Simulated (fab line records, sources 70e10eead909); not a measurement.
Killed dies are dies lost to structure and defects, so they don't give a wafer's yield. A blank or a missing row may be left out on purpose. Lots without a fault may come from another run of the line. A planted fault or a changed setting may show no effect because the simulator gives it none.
Which tool did it? | flow nand_harc | 20 lots, 60 wafers sampled, at 6 steps of a route of 1159

WHAT THE GAUGES READ, wafer by wafer
The record holds no reading of a measuring or inspecting step that can be judged against a usual standard deviation.

WHICH TOOL RAN EACH LOT (tool, then ch and the chambers of the sampled wafers, then the start)
lot  | NHARC_A_STAIRCASE_DESCUM_168       | NHARC_A_STAIRCASE_TRIM_12          | NHARC_A_STAIRCASE_ETCH_15                     | NHARC_A_STAIRCASE_TRIM_20          | NHARC_A_STAIRCASE_ETCH_27      | NHARC_A_STAIRCASE_TRIM_191
L074 | rie_diel-06 ch 1,2,3, day 10 11:28 | rie_diel-08 ch 2,3, day 10 13:16   | rie_diel-08 ch 0,1,2, day 10 14:25 or earlier | rie_diel-06 ch 1,2,3, day 10 14:25 | rie_diel-06 ch 0,1,3, no start | rie_diel-06 ch 0,1, no start
L075 | rie_diel-08 ch 2,3, day 11 04:09   | rie_diel-12 ch 0,2,3, day 11 06:04 | rie_diel-12 ch 0,1,2, day 11 07:13 or earlier | rie_diel-08 ch 1,2,3, day 11 07:13 | rie_diel-08 ch 1,2, no start   | rie_diel-08 ch 1,2, no start
L078 | rie_diel-12 ch 0,2,3, day 11 15:19 | rie_diel-08 ch 1,2,3, day 11 18:43 | rie_diel-08 ch 0,2, day 11 19:59 or earlier   | rie_diel-06 ch 1,3, day 11 19:59   | rie_diel-06 ch 0,2, no start   | rie_diel-12 ch 0,1,3, no start
L077 | rie_diel-12 ch 0,2,3, day 11 15:22 | rie_diel-06 ch 1,2,3, day 11 19:09 | rie_diel-06 ch 1,2,3, day 11 20:16 or earlier | rie_diel-08 ch 1,2,3, day 11 20:16 | rie_diel-08 ch 0,1,3, no start | rie_diel-06 ch 1,2,3, no start
L081 | rie_diel-06 ch 1,3, day 12 06:14   | rie_diel-06 ch 1,2, day 12 08:08   | rie_diel-06 ch 0,1,2, day 12 09:17 or earlier | rie_diel-08 ch 0,1, day 12 09:17   | rie_diel-08 ch 1,2,3, no start | rie_diel-08 ch 0,2,3, no start
L080 | rie_diel-08 ch 2,3, day 12 06:32   | rie_diel-06 ch 0,1, day 12 08:29   | rie_diel-06 ch 0,1,2, day 12 09:35 or earlier | rie_diel-12 ch 0,2, day 12 09:35   | rie_diel-12 ch 1,2,3, no start | rie_diel-08 ch 0,2,3, no start
L079 | rie_diel-06 ch 1,2, day 12 09:56   | rie_diel-12 ch 1,2,3, day 12 12:01 | rie_diel-12 ch 0,1,2, day 12 13:09 or earlier | rie_diel-06 ch 2,3, day 12 13:09   | rie_diel-06 ch 0,3, no start   | rie_diel-08 ch 0,2,3, no start
L082 | rie_diel-08 ch 1,2,3, day 13 02:14 | rie_diel-08 ch 1,2, day 13 04:10   | rie_diel-08 ch 0,2, day 13 05:34 or earlier   | rie_diel-06 ch 0,1,3, day 13 05:34 | rie_diel-06 ch 2,3, no start   | rie_diel-08 ch 0,2,3, no start
L086 | rie_diel-06 ch 1,3, day 13 19:20   | rie_diel-06 ch 0,1, day 13 21:22   | rie_diel-06 ch 1,2,3, day 13 23:03 or earlier | rie_diel-12 ch 0,2,3, day 13 23:03 | rie_diel-12 ch 2,3, no start   | rie_diel-06 ch 0,2,3, no start
L085 | rie_diel-06 ch 0,2,3, day 13 19:40 | rie_diel-06 ch 0,1,2, day 13 21:43 | rie_diel-06 ch 0,1,3, day 13 23:44 or earlier | rie_diel-06 ch 1,3, day 13 23:44   | rie_diel-06 ch 0,2,3, no start | rie_diel-08 ch 1,2, no start
L088 | rie_diel-08 ch 0,2,3, day 14 11:01 | rie_diel-06 ch 0,1,2, day 14 12:57 | rie_diel-06 ch 0,1, day 14 13:58 or earlier   | rie_diel-06 ch 0,2, day 14 13:58   | rie_diel-06 ch 0,2,3, no start | rie_diel-12 ch 0,2,3, no start
L087 | rie_diel-06 ch 2,3, day 14 11:11   | rie_diel-12 ch 0,3, day 14 13:05   | rie_diel-12 ch 1,2, day 14 14:14 or earlier   | rie_diel-12 ch 1,2, day 14 14:14   | rie_diel-12 ch 0,2,3, no start | rie_diel-08 ch 0,3, no start
L090 | rie_diel-08 ch 0,3, day 14 18:50   | rie_diel-12 ch 1,3, day 14 21:19   | rie_diel-12 ch 0,1,3, day 14 23:03 or earlier | rie_diel-12 ch 0,1,2, day 14 23:03 | rie_diel-12 ch 0,1,3, no start | rie_diel-08 ch 0,2,3, no start
L091 | rie_diel-12 ch 0,1, day 15 01:50   | rie_diel-06 ch 0,1,2, day 15 03:46 | rie_diel-06 ch 0,1,3, day 15 04:46 or earlier | rie_diel-06 ch 0,3, day 15 04:46   | rie_diel-06 ch 0,1, no start   | rie_diel-12 ch 1,3, no start
L092 | rie_diel-12 ch 0,1,2, day 15 06:38 | rie_diel-08 ch 1,3, day 15 09:58   | rie_diel-08 ch 2,3, day 15 11:11 or earlier   | rie_diel-08 ch 0,2,3, day 15 11:11 | rie_diel-08 ch 0,3, no start   | rie_diel-08 ch 0,1,3, no start
L093 | rie_diel-08 ch 1,2,3, day 15 06:56 | rie_diel-06 ch 0,2,3, day 15 09:41 | rie_diel-06 ch 2,3, day 15 10:43 or earlier   | rie_diel-06 ch 0,2,3, day 15 10:43 | rie_diel-06 ch 0,2, no start   | rie_diel-06 ch 0,1,3, no start
L094 | rie_diel-06 ch 0,1,3, day 15 15:00 | rie_diel-12 ch 2,3, day 15 16:54   | rie_diel-12 ch 0,2,3, day 15 17:59 or earlier | rie_diel-12 ch 0,1, day 15 17:59   | rie_diel-12 ch 0,1,3, no start | rie_diel-12 ch 0,3, no start
L095 | rie_diel-06 ch 0,1,2, day 15 18:45 | rie_diel-08 ch 0,1,2, day 15 20:35 | rie_diel-08 ch 0,1,3, day 15 21:37 or earlier | rie_diel-06 ch 2,3, day 15 21:37   | rie_diel-06 ch 1,2,3, no start | rie_diel-08 ch 0,1,2, no start
L096 | rie_diel-06 ch 0,2,3, day 15 21:16 | rie_diel-06 ch 0,2,3, day 15 23:10 | rie_diel-06 ch 0,1,3, day 16 00:14 or earlier | rie_diel-12 ch 0,2,3, day 16 00:14 | rie_diel-12 ch 0,2,3, no start | rie_diel-08 ch 0,3, no start
L097 | rie_diel-12 ch 0,2,3, day 16 00:35 | rie_diel-12 ch 1,2,3, day 16 02:32 | rie_diel-12 ch 0,2,3, day 16 03:34 or earlier | rie_diel-06 ch 0,1,3, day 16 03:34 | rie_diel-06 ch 0,2,3, no start | rie_diel-12 ch 0,2,3, no start
- NHARC_A_STAIRCASE_DESCUM_168: chemistry O2, time 3 s.
- NHARC_A_STAIRCASE_TRIM_12: chemistry O2, time 211.2 s.
- NHARC_A_STAIRCASE_ETCH_15: etches the open film in C4F8/O2, target depth 100 nm, time 40.5 s.
- NHARC_A_STAIRCASE_TRIM_20: chemistry O2, time 211.2 s.
- NHARC_A_STAIRCASE_ETCH_27: etches the open film in C4F8/O2, target depth 100 nm, time 40.5 s.
- NHARC_A_STAIRCASE_TRIM_191: chemistry O2, time 211.2 s.

WHAT THE TOOLS THEMSELVES READ (means of the sampled wafers that have a number; where no wafer has one, the mark that the record gives instead)
NHARC_A_STAIRCASE_DESCUM_168.
lot  | tool        | drypump_motor_current_A (A) | mfc_ar_sccm (sccm) | oes_product_au (a.u.) | rf_vpp_V (V) | showerhead_plenum_p_Torr (Torr) | throttle_valve_pct (%)
L074 | rie_diel-06 | 5.9                         | 0.009              | 1.003                 | 57.3         | 1.96                            | 11.317
L075 | rie_diel-08 | 5.4                         | 0.000              | 1.004                 | 57.8         | 1.80                            | 11.314
L078 | rie_diel-12 | 5.6                         | 0.006              | 1.001                 | 57.5         | 1.92                            | 11.312
L077 | rie_diel-12 | 5.7                         | 0.006              | 1.008                 | 57.6         | 1.92                            | 11.310
L081 | rie_diel-06 | 5.8                         | 0.007              | 0.994                 | 57.9         | 1.96                            | 11.309
L080 | rie_diel-08 | 5.4                         | 0.000              | 1.008                 | 57.5         | 1.80                            | 11.311
L079 | rie_diel-06 | 6.2                         | 0.016              | 0.998                 | 57.9         | 1.87                            | 11.313
L082 | rie_diel-08 | 5.4                         | 0.001              | 1.014                 | 57.6         | 1.84                            | 11.314
L086 | rie_diel-06 | 5.8                         | 0.007              | 0.990                 | 58.2         | 1.96                            | 11.313
L085 | rie_diel-06 | 5.6                         | 0.005              | 0.991                 | 58.1         | 2.00                            | 11.307
L088 | rie_diel-08 | 5.5                         | 0.009              | 1.012                 | 57.3         | 1.85                            | 11.313
L087 | rie_diel-06 | 5.6                         | 0.002              | 0.994                 | 58.7         | 2.04                            | 11.312
L090 | rie_diel-08 | 5.2                         | 0.009              | 0.994                 | 57.4         | 1.86                            | 11.316
L091 | rie_diel-12 | 6.0                         | 0.006              | 1.010                 | 58.2         | 1.92                            | 11.321
L092 | rie_diel-12 | 5.7                         | 0.009              | 0.999                 | 57.6         | 1.90                            | 11.315
L093 | rie_diel-08 | 5.4                         | 0.001              | 1.010                 | 57.2         | 1.83                            | 11.307
L094 | rie_diel-06 | 5.8                         | 0.010              | 0.989                 | 58.7         | 1.92                            | 11.318
L095 | rie_diel-06 | 5.9                         | 0.012              | 1.005                 | 58.2         | 1.91                            | 11.310
L096 | rie_diel-06 | 5.6                         | 0.005              | 0.997                 | 58.3         | 1.99                            | 11.305
L097 | rie_diel-12 | 5.6                         | 0.006              | 1.000                 | 57.7         | 1.91                            | 11.303

NHARC_A_STAIRCASE_TRIM_12.
lot  | tool        | drypump_motor_current_A (A) | mfc_ar_sccm (sccm) | oes_product_au (a.u.) | rf_vpp_V (V) | showerhead_plenum_p_Torr (Torr) | throttle_valve_pct (%)
L074 | rie_diel-08 | 5.4                         | 0.000              | 1.011                 | 58.1         | 3.33                            | 17.045
L075 | rie_diel-12 | 5.7                         | 0.006              | 1.005                 | 57.2         | 3.55                            | 17.039
L078 | rie_diel-08 | 5.5                         | 0.001              | 1.008                 | 57.2         | 3.40                            | 17.041
L077 | rie_diel-06 | 5.9                         | 0.009              | 0.999                 | 59.2         | 3.60                            | 17.045
L081 | rie_diel-06 | 6.2                         | 0.016              | 1.000                 | 58.3         | 3.44                            | 17.038
L080 | rie_diel-06 | 6.2                         | 0.017              | 0.999                 | 57.2         | 3.40                            | 17.034
L079 | rie_diel-12 | 5.6                         | 0.009              | 1.006                 | 57.1         | 3.47                            | 17.026
L082 | rie_diel-08 | 5.7                         | 0.001              | 1.010                 | 57.2         | 3.38                            | 17.031
L086 | rie_diel-06 | 5.9                         | 0.014              | 0.998                 | 58.4         | 3.48                            | 17.040
L085 | rie_diel-06 | 5.9                         | 0.012              | 0.998                 | 57.5         | 3.52                            | 17.043
L088 | rie_diel-06 | 5.9                         | 0.012              | 0.990                 | 57.8         | 3.52                            | 17.034
L087 | rie_diel-12 | 5.8                         | 0.000              | 1.012                 | 58.8         | 3.58                            | 17.039
L090 | rie_diel-12 | 5.8                         | 0.003              | 1.011                 | 58.6         | 3.51                            | 17.032
L091 | rie_diel-06 | 6.0                         | 0.012              | 0.997                 | 57.4         | 3.52                            | 17.036
L092 | rie_diel-08 | 5.2                         | 0.001              | 0.999                 | 57.1         | 3.40                            | 17.037
L093 | rie_diel-06 | 5.7                         | 0.005              | 0.994                 | 59.2         | 3.67                            | 17.036
L094 | rie_diel-12 | 5.4                         | 0.011              | 1.005                 | 58.0         | 3.42                            | 17.035
L095 | rie_diel-08 | 5.8                         | 0.010              | 1.005                 | 57.8         | 3.48                            | 17.037
L096 | rie_diel-06 | 5.6                         | 0.005              | 1.004                 | 59.0         | 3.67                            | 17.040
L097 | rie_diel-12 | 5.6                         | 0.009              | 1.000                 | 57.7         | 3.45                            | 17.042

NHARC_A_STAIRCASE_ETCH_15.
lot  | tool        | bias_w (W) | oes_product_au (a.u.) | rf_vpp_V (V)
L074 | rie_diel-08 | 1001.6     | 0.946                 | 895
L075 | rie_diel-12 | 998.7      | 0.939                 | 896
L078 | rie_diel-08 | 998.7      | 0.939                 | 893
L077 | rie_diel-06 | 999.7      | 0.937                 | 899
L081 | rie_diel-06 | 1000.6     | 0.935                 | 897
L080 | rie_diel-06 | 1001.8     | 0.938                 | 895
L079 | rie_diel-12 | 997.9      | 0.944                 | 896
L082 | rie_diel-08 | 1000.2     | 0.946                 | 896
L086 | rie_diel-06 | 999.5      | 0.938                 | 898
L085 | rie_diel-06 | 996.1      | 0.922                 | 897
L088 | rie_diel-06 | 1000.1     | 0.934                 | 891
L087 | rie_diel-12 | 998.2      | 0.961                 | 893
L090 | rie_diel-12 | 998.8      | 0.940                 | 898
L091 | rie_diel-06 | 1003.0     | 0.937                 | 897
L092 | rie_diel-08 | 1001.9     | 0.956                 | 889
L093 | rie_diel-06 | 1000.3     | 0.933                 | 902
L094 | rie_diel-12 | 1000.0     | 0.935                 | 895
L095 | rie_diel-08 | 996.7      | 0.947                 | 895
L096 | rie_diel-06 | 1000.8     | 0.954                 | 895
L097 | rie_diel-12 | 1001.0     | 0.949                 | 896

NHARC_A_STAIRCASE_TRIM_20.
lot  | tool        | drypump_motor_current_A (A) | mfc_ar_sccm (sccm) | oes_product_au (a.u.) | rf_vpp_V (V) | showerhead_plenum_p_Torr (Torr) | throttle_valve_pct (%)
L074 | rie_diel-06 | 5.9                         | 0.009              | 0.996                 | 57.9         | 3.60                            | 17.036
L075 | rie_diel-08 | 5.4                         | 0.001              | 1.005                 | 57.8         | 3.40                            | 17.041
L078 | rie_diel-06 | 6.1                         | 0.014              | 0.987                 | 57.6         | 3.46                            | 17.037
L077 | rie_diel-08 | 5.4                         | 0.001              | 1.007                 | 57.5         | 3.40                            | 17.027
L081 | rie_diel-08 | 5.9                         | 0.019              | 1.009                 | 58.2         | 3.61                            | 17.034
L080 | rie_diel-12 | 5.5                         | 0.011              | 0.999                 | 58.3         | 3.49                            | 17.030
L079 | rie_diel-06 | 5.6                         | 0.002              | 0.997                 | 58.1         | 3.75                            | 17.043
L082 | rie_diel-06 | 5.8                         | 0.010              | 0.995                 | 57.0         | 3.55                            | 17.031
L086 | rie_diel-12 | 5.6                         | 0.006              | 1.008                 | 58.2         | 3.53                            | 17.029
L085 | rie_diel-06 | 6.1                         | 0.014              | 0.993                 | 58.5         | 3.45                            | 17.029
L088 | rie_diel-06 | 5.7                         | 0.009              | 0.994                 | 59.1         | 3.61                            | 17.046
L087 | rie_diel-12 | 5.7                         | 0.012              | 0.998                 | 57.2         | 3.44                            | 17.026
L090 | rie_diel-12 | 5.7                         | 0.009              | 1.004                 | 57.8         | 3.51                            | 17.036
L091 | rie_diel-06 | 5.6                         | 0.007              | 0.995                 | 57.8         | 3.63                            | 17.036
L092 | rie_diel-08 | 5.5                         | 0.009              | 1.003                 | 57.6         | 3.42                            | 17.034
L093 | rie_diel-06 | 5.6                         | 0.005              | 0.995                 | 58.1         | 3.67                            | 17.041
L094 | rie_diel-12 | 6.1                         | 0.003              | 1.002                 | 58.0         | 3.61                            | 17.044
L095 | rie_diel-06 | 5.6                         | 0.002              | 0.992                 | 57.6         | 3.73                            | 17.042
L096 | rie_diel-12 | 5.6                         | 0.006              | 1.001                 | 58.2         | 3.52                            | 17.032
L097 | rie_diel-06 | 5.8                         | 0.010              | 1.000                 | 58.2         | 3.53                            | 17.040

NHARC_A_STAIRCASE_ETCH_27.
lot  | tool        | bias_w (W) | oes_product_au (a.u.) | rf_vpp_V (V)
L074 | rie_diel-06 | 998        | 0.934                 | 897
L075 | rie_diel-08 | 999        | 0.953                 | 894
L078 | rie_diel-06 | 997        | 0.946                 | 901
L077 | rie_diel-08 | 998        | 0.945                 | 895
L081 | rie_diel-08 | 998        | 0.946                 | 891
L080 | rie_diel-12 | 1000       | 0.942                 | 894
L079 | rie_diel-06 | 1003       | 0.949                 | 900
L082 | rie_diel-06 | 1000       | 0.940                 | 904
L086 | rie_diel-12 | 1000       | 0.945                 | 894
L085 | rie_diel-06 | 997        | 0.943                 | 901
L088 | rie_diel-06 | 1000       | 0.936                 | 901
L087 | rie_diel-12 | 999        | 0.942                 | 896
L090 | rie_diel-12 | 1000       | 0.949                 | 898
L091 | rie_diel-06 | 998        | 0.936                 | 890
L092 | rie_diel-08 | 1001       | 0.938                 | 896
L093 | rie_diel-06 | 999        | 0.951                 | 900
L094 | rie_diel-12 | 1001       | 0.939                 | 897
L095 | rie_diel-06 | 1002       | 0.946                 | 897
L096 | rie_diel-12 | 1000       | 0.936                 | 897
L097 | rie_diel-06 | 1003       | 0.946                 | 900

NHARC_A_STAIRCASE_TRIM_191.
lot  | tool        | drypump_motor_current_A (A) | mfc_ar_sccm (sccm) | oes_product_au (a.u.) | rf_vpp_V (V) | showerhead_plenum_p_Torr (Torr) | throttle_valve_pct (%)
L074 | rie_diel-06 | 5.9                         | 0.014              | 0.997                 | 57.8         | 3.49                            | 17.030
L075 | rie_diel-08 | 5.7                         | 0.001              | 1.010                 | 58.2         | 3.39                            | 17.028
L078 | rie_diel-12 | 5.9                         | 0.003              | 1.014                 | 57.9         | 3.57                            | 17.035
L077 | rie_diel-06 | 5.9                         | 0.009              | 0.997                 | 58.5         | 3.60                            | 17.034
L081 | rie_diel-08 | 5.5                         | 0.009              | 1.006                 | 57.4         | 3.44                            | 17.040
L080 | rie_diel-08 | 5.5                         | 0.009              | 1.011                 | 56.6         | 3.44                            | 17.033
L079 | rie_diel-08 | 5.5                         | 0.009              | 1.009                 | 58.0         | 3.44                            | 17.038
L082 | rie_diel-08 | 5.5                         | 0.009              | 1.006                 | 57.8         | 3.43                            | 17.029
L086 | rie_diel-06 | 5.6                         | 0.005              | 0.996                 | 57.8         | 3.68                            | 17.031
L085 | rie_diel-08 | 5.7                         | 0.001              | 1.014                 | 57.9         | 3.38                            | 17.035
L088 | rie_diel-12 | 5.7                         | 0.006              | 1.006                 | 58.1         | 3.53                            | 17.039
L087 | rie_diel-08 | 5.2                         | 0.009              | 0.997                 | 58.2         | 3.44                            | 17.026
L090 | rie_diel-08 | 5.5                         | 0.009              | 1.003                 | 58.0         | 3.43                            | 17.037
L091 | rie_diel-12 | 5.9                         | 0.006              | 0.998                 | 58.0         | 3.49                            | 17.037
L092 | rie_diel-08 | 5.6                         | 0.010              | 1.003                 | 57.8         | 3.49                            | 17.044
L093 | rie_diel-06 | 5.8                         | 0.010              | 0.997                 | 56.9         | 3.54                            | 17.036
L094 | rie_diel-12 | 5.8                         | 0.000              | 0.993                 | 57.4         | 3.57                            | 17.037
L095 | rie_diel-08 | 5.8                         | 0.010              | 1.000                 | 57.5         | 3.48                            | 17.039
L096 | rie_diel-08 | 5.6                         | 0.019              | 0.994                 | 57.9         | 3.54                            | 17.031
L097 | rie_diel-12 | 5.7                         | 0.006              | 1.008                 | 57.7         | 3.52                            | 17.026

THE ANSWER, worked out from the rows above alone
Rule: what is usual is taken from the lots themselves. Put in order of their means at a reading, lots are off if they are a third of the lots or fewer, leave a main group of 4 or more, and stand apart from it by a gap of 3 or more times the standard deviation of the main group's means; of several such gaps the widest counts. A main group whose means are all the same, to the digits that the tables above print for the reading, isn't used. A lot without any number at a reading at which 4 lots or more have one is off too. The other lots that the step has rows for count as sound. The gauges are gone through in route order, then the tools' own readings, and for those a lot's mean is taken as printed above. The first step at which some lot is off is used, and at that step the reading that is off furthest; a lot without a number counts as furthest.
No lot is off at any reading shown: from this, nothing can be told.

WHAT THE SIMULATOR HAD PUT IN
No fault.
